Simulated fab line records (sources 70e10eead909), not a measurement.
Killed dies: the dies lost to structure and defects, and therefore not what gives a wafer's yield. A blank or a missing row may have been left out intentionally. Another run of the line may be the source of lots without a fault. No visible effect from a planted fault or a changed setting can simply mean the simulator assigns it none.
Matching of chambers	flow nand-harc	NHARC_A_STAIRCASE_DESCUM_291 on rie-diel-06 has 4 sister chambers
The step chemistry O2, time 3 s. 4 wafers are shown with their chamber, then 12 later ones without.

== EACH WAFER AND ITS CHAMBER ==
wafer	chamber	showerhead-plenum-p-Torr (Torr)
L086.4	3	1.81
L089.1	1	1.85
L089.2	2	2.06
L089.6	0	1.81

== WAFERS MISSING THEIR CHAMBER ==
wafer	showerhead-plenum-p-Torr (Torr)
L090.2	1.81
L090.5	1.81
L090.6	1.85
L092.2	2.06
L092.3	1.81
L092.6	1.85
L093.2	1.81
L093.3	1.85
L093.5	1.81
L097.2	1.85
L097.5	2.06
L097.6	1.80

== THE CHAMBER EACH PASSED THROUGH ==
wafer	from the rows above	in truth
L090.2	can't be placed: 0 or 3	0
L090.5	can't be placed: 0 or 3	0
L090.6	1	1
L092.2	2	2
L092.3	can't be placed: 0 or 3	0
L092.6	1	1
L093.2	can't be placed: 0 or 3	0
L093.3	1	1
L093.5	can't be placed: 0 or 3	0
L097.2	1	1
L097.5	2	2
L097.6	can't be placed: 0 or 3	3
Correctly placed: 6 of 12. Can't be placed from these rows: 6 (the true chamber is among the candidates in 6). Wrongly placed: 0.
How it was worked out, from the rows above alone: a wafer's distance from a chamber is the root of the sum, over the readings, of the square of ((its reading less the chamber's mean) divided by the reading's scatter). If the next closest chamber is less than 2 further off than the closest, the wafer can't be placed; otherwise it belongs to the closest. For every chamber, the mean is computed from those of its wafers that are shown. The scatter: root of mean squared gap, hidden wafer to nearest shown wafer, with one shown wafer a chamber.
